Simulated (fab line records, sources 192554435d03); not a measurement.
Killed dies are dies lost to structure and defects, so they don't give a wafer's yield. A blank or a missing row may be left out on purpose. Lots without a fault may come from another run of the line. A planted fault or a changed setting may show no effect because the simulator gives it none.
Split-lot experiment | flow n5_finfet | 7 lots, 21 wafers read, on a route of 1938 steps

THE SPLIT
At N5_MOL_CONTACT_COAG_ETCHBACK_136 (etches SiO2 in CHF3, target depth 25 nm, time 16.7 s), the setting target_depth_a was moved away from the recipe's 250 angstrom on 8 of the 21 wafers read, by -9.6% to +8.4%. The other wafers ran this setting at the recipe's value.

The file shows no step between the split and the reading.

THE READING
MOL_CONTACT_COAG.feature_depth_nm (the simulator's own value, which no gauge read), in nm, at N5_MOL_CONTACT_COAG_VIA_ETCH_117 (etches SiO2 in C4F6/O2, target depth 40 nm, overetch 8 nm, time 26 s). The file gives no usual value for it. The 13 wafers here that ran the recipe average 39.9 nm, standard deviation 0.25 nm.

wafer  | tool, chamber at the split | target_depth_a as run, angstrom | against the recipe | MOL_CONTACT_COAG.feature_depth_nm, nm | against lot-mates on the recipe
L077.2 | rie_diel-04, 2,3           | 250                             | recipe             | 40.2                                  | -
L077.3 | rie_diel-04, 0             | 259.8                           | +3.9%              | 39                                    | -1.0
L077.4 | rie_diel-04, 2,3           | 250                             | recipe             | 39.8                                  | -
L082.1 | rie_diel-04, 2,3           | 268.4                           | +7.4%              | 38.8                                  | -1.2
L082.2 | rie_diel-04, 2,3           | 268.4                           | +7.4%              | 38.2                                  | -1.8
L082.3 | rie_diel-04, 1             | 250                             | recipe             | 40                                    | -
L083.1 | rie_diel-05, 0             | 250                             | recipe             | 39.8                                  | -
L083.2 | rie_diel-05, 2             | 226                             | -9.6%              | 42.2                                  | +2.4
L083.6 | rie_diel-05, 2             | 226                             | -9.6%              | 42.2                                  | +2.4
L084.4 | rie_diel-05, 0,2           | 250                             | recipe             | 40                                    | -
L084.5 | rie_diel-05, 3             | 271.1                           | +8.4%              | 37.2                                  | -2.8
L084.6 | rie_diel-05, 0,2           | 250                             | recipe             | 40                                    | -
L085.1 | rie_diel-05, 0,1,3         | 250                             | recipe             | 39.8                                  | -
L085.3 | rie_diel-05, 0,1,3         | 250                             | recipe             | 40                                    | -
L085.5 | rie_diel-05, 0,1,3         | 250                             | recipe             | 39.4                                  | -
L087.1 | rie_diel-06, 0,3,2         | 250                             | recipe             | 40.4                                  | -
L087.4 | rie_diel-06, 0,3,2         | 250                             | recipe             | 40                                    | -
L087.5 | rie_diel-06, 0,3,2         | 250                             | recipe             | 40.2                                  | -
L096.3 | rie_diel-05, 2,1           | 269.3                           | +7.7%              | 37.8                                  | -1.8
L096.4 | rie_diel-05, 2,1           | 269.3                           | +7.7%              | 37.6                                  | -2.0
L096.5 | rie_diel-05, 2             | 250                             | recipe             | 39.6                                  | -
Where a row lists several chambers, the file gives one row for several wafers and doesn't say which wafer went through which chamber.

THE FIT
A straight line over all 21 wafers: MOL_CONTACT_COAG.feature_depth_nm changes by -0.251 nm for each +1% of target_depth_a; r = -0.97; the points scatter about the line by 0.32 nm.
The same after taking each lot's own level away (the mean of its wafers on the recipe; 21 wafers): -0.251 nm for each +1%; r = -0.98; scatter 0.26 nm.
On that fit, the largest move of target_depth_a shifts the reading by 2.4 nm.
The lots' own levels span 39.60 to 40.20 nm, that is 2.4 times the standard deviation above.
So the lot-to-lot level changes the slope little: the two slopes agree.
Check: with one of the wafers moved furthest among these (-9.6%) left out of the fit, the line predicts +2.42 nm for it against its lot-mates. It came out at +2.4 nm against them.

OTHER SPLITS ON THESE WAFERS
These wafers also went through other splits before the reading. Each is held against what the fit with the lots' levels taken away leaves over:
other split on the same wafers      | wafers away from the commonest value | r with MOL_CONTACT_COAG.feature_depth_nm (lot level and that fit taken away)
N5_SDB_ALD_29 ald_cycles            | 7                                    | +0.14
N5_HKMG_FIN_ETCH_55 bias_w          | 4                                    | -0.26
N5_HKMG_FIN_ETCH_58 source_w        | 5                                    | -0.01
N5_GATE_CUT_ETCH_56 bias_w          | 5                                    | +0.45
N5_MOL_CONTACT_COAG_ETCH_105 bias_w | 7                                    | +0.22
N5_MOL_CONTACT_COAG_ETCH_110 bias_w | 7                                    | -0.11

THE WHOLE CHAIN: every reading that the file lists as answering this split, in the file's order
step                             | what it does                                                         | reading                                                                            | change (the file's fit)               | r (the file's)
N5_MOL_CONTACT_COAG_VIA_ETCH_117 | etches SiO2 in C4F6/O2, target depth 40 nm, overetch 8 nm, time 26 s | etch.depth_nm (the simulator's own value, which no gauge read)                     | -0.264 nm for each +1% of the setting | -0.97
N5_MOL_CONTACT_COAG_VIA_ETCH_117 | etches SiO2 in C4F6/O2, target depth 40 nm, overetch 8 nm, time 26 s | MOL_CONTACT_COAG.feature_depth_nm (the simulator's own value, which no gauge read) | -0.261 nm for each +1% of the setting | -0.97

THE FILE'S OWN FIT
MOL_CONTACT_COAG.feature_depth_nm changes by -0.261 nm for each +1% of target_depth_a, r = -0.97.
